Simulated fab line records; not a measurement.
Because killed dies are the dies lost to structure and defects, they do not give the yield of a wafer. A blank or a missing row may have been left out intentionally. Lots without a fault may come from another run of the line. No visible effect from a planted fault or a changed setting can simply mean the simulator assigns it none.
A struck lot beside a sound one | flow nand harc | 14 out of 1159 route steps
Sound: these wafers, L413.4, L413.5, L413.6. Struck: wafer L430.6 (L430.2, L430.5, from the same lot, were not struck and are left out); the cause is given at the end.
For every step that has rows: the tool of each side, followed by ch and its chambers, followed by its first start. Under that, the readings that differ: sound wafers | struck wafers | difference of the means | sigmas: that difference in standard deviations of wafers without a fault.
alike: readings whose means differ by less than 2 such deviations, and words and numbers that are the same on both sides. not compared: withheld readings, readings that some wafer has no value for, bounds like >300 that may hide the same value, and numbers for which the record gives no deviation and whose values overlap.
Wherever a step has rows on one side only, a row that says differs or no value, or a row with sigmas, the two part there. Non-overlapping numbers with no deviation appear without sigmas and do not part them. A reading missing from all wafers of one side parts the sides only when that side holds two or more wafers.

NHARC_A_M0_CMP_23: polishes, t overpolish 20 s, target thk 113.75 nm.
  sound on cmp-04 ch 2,3, day 18 23:13; struck on cmp-03 ch 3, day 23 09:40
  alike: edge zone pressure frac, motor current A, time to endpoint s
NHARC_A_M0_THK_MEAS_24: measures by xrf.
  struck on film metro-02, day 23 09:53; sound on film metro-01, day 18 23:31
  alike: thk nm
then, 1 step without rows for these wafers: NHARC_A_M0_SRD_25.
NHARC_A_M0_INSPECT_27:
  struck on defect inspect-02, day 23 10:03; sound on defect inspect-01, day 18 23:40
  alike: raw defect count
NHARC_A_M0_PRE_CLEAN_31: time 12 s.
  sound on pecvd-04 ch 0,1,2, day 18 23:46; struck on pecvd-04 ch 2, day 23 10:08
  alike: heater power w
NHARC_A_M0_DEP_32: deposits SiCN, target thk 30 nm.
  sound on pecvd-04 ch 0,1,2, day 18 23:56; struck on pecvd-04 ch 2, day 23 10:17
  alike: heater power w
then, 5 steps without rows for these wafers: NHARC_A_M1_DEP_00 (deposits SiOC, target thk 182.5 nm); NHARC_A_M1_DEHYDRATE_01 (time 120 s); NHARC_A_M1_HMDS_02 (time 30 s); NHARC_A_M1_COAT_34 (time 65 s); NHARC_A_M1_COAT_03 (resist thk 90 nm).
NHARC_A_M1_SOFTBAKE_04: time 55 s.
  sound on litho track-04 ch 0, day 19 00:00; struck on litho track-01 ch 0, day 23 11:00
  reading                  | sound                | struck | difference | sigmas
  heater power total W (W) | 188.66 188.49 188.38 | 222.65 | +34.14     | +99 or more
then, 1 step without rows for these wafers: NHARC_A_M1_EBR_05.
NHARC_END_SORT_01:
  here the record holds rows for the struck wafers (prober-01 ch 0, day 25 07:20) but none for the sound ones

## WHERE THEY PART
At NHARC_A_M1_SOFTBAKE_04 first; at NHARC_END_SORT_01 last (within this record only).

WHY: what the simulator had put in
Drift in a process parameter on litho track-01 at NHARC_A_M1_SOFTBAKE_04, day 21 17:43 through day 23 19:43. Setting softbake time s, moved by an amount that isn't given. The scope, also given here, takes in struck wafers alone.
